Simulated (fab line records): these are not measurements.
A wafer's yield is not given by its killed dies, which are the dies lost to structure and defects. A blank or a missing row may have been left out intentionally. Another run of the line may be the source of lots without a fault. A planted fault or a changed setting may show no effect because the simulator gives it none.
Chamber matching    flow nand-harc    3 sister chambers for NHARC_P_GATE_DEP_103 on pecvd-03
The step deposits SiON, target thk 30 nm. 24 wafers are shown with their chamber, then 12 later ones without.

== WAFERS PAIRED WITH THEIR CHAMBERS ==
wafer   chamber  heater-power-outer-w (W)  heater-power-w (W)
L074.1  0        397                       669
L074.5  2        538                       799
L074.6  0        295                       561
L076.1  2        518                       770
L076.3  1        337                       683
L076.6  2        534                       796
L078.1  1        300                       611
L078.2  2        441                       689
L078.6  2        449                       688
L080.1  2        523                       804
L080.2  1        346                       664
L080.4  2        533                       797
L081.3  1        283                       603
L081.5  1        282                       600
L081.6  0        335                       607
L085.1  0        328                       576
L085.2  2        509                       778
L085.6  2        501                       756
L086.4  1        292                       594
L086.5  0        303                       545
L086.6  2        485                       743
L089.3  2        479                       709
L089.5  1        377                       701
L089.6  0        369                       636

SIGNATURES (averages over the wafers above)
reading               chamber 0  chamber 1  chamber 2  scatter within a chamber
heater-power-outer-w  337.83     316.71     500.91     35.9
heater-power-w        599.00     636.57     757.18     45.1
Rule: for a wafer and a chamber, the distance is found by dividing, reading by reading, the gap between the wafer's reading and the chamber's mean by the reading's scatter, squaring, summing and taking the root. If the next closest chamber is less than 2 further off than the closest, the wafer can't be placed; otherwise it belongs to the closest. The scatter: the root of (the sum of the squares of (reading less its chamber's mean) over the shown wafers, divided by (wafers less chambers)).

== WAFERS WITHOUT THEIR CHAMBER ==
wafer   heater-power-outer-w (W)  heater-power-w (W)
L091.1  328                       588
L091.3  517                       783
L091.5  326                       565
L092.3  375                       656
L092.4  327                       646
L092.6  492                       748
L096.2  378                       698
L096.3  498                       766
L096.5  354                       616
L097.3  371                       691
L097.4  370                       700
L097.5  349                       616

== CHAMBER TAKEN BY EACH ==
wafer   from the rows above           in truth
L091.1  can't be placed: 0 or 1       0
L091.3  2                             2
L091.5  can't be placed: 0 or 1       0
L092.3  can't be placed: 0 or 1       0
L092.4  can't be placed: 1 or 0       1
L092.6  2                             2
L096.2  can't be placed: 1 or 0 or 2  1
L096.3  2                             2
L096.5  can't be placed: 0 or 1       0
L097.3  can't be placed: 1 or 0 or 2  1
L097.4  can't be placed: 1 or 0 or 2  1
L097.5  can't be placed: 0 or 1       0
Placed correctly: 3 of 12. Cannot be placed on the basis of these rows: 9; the candidates contain the true chamber in 9. Number placed wrongly: 0.
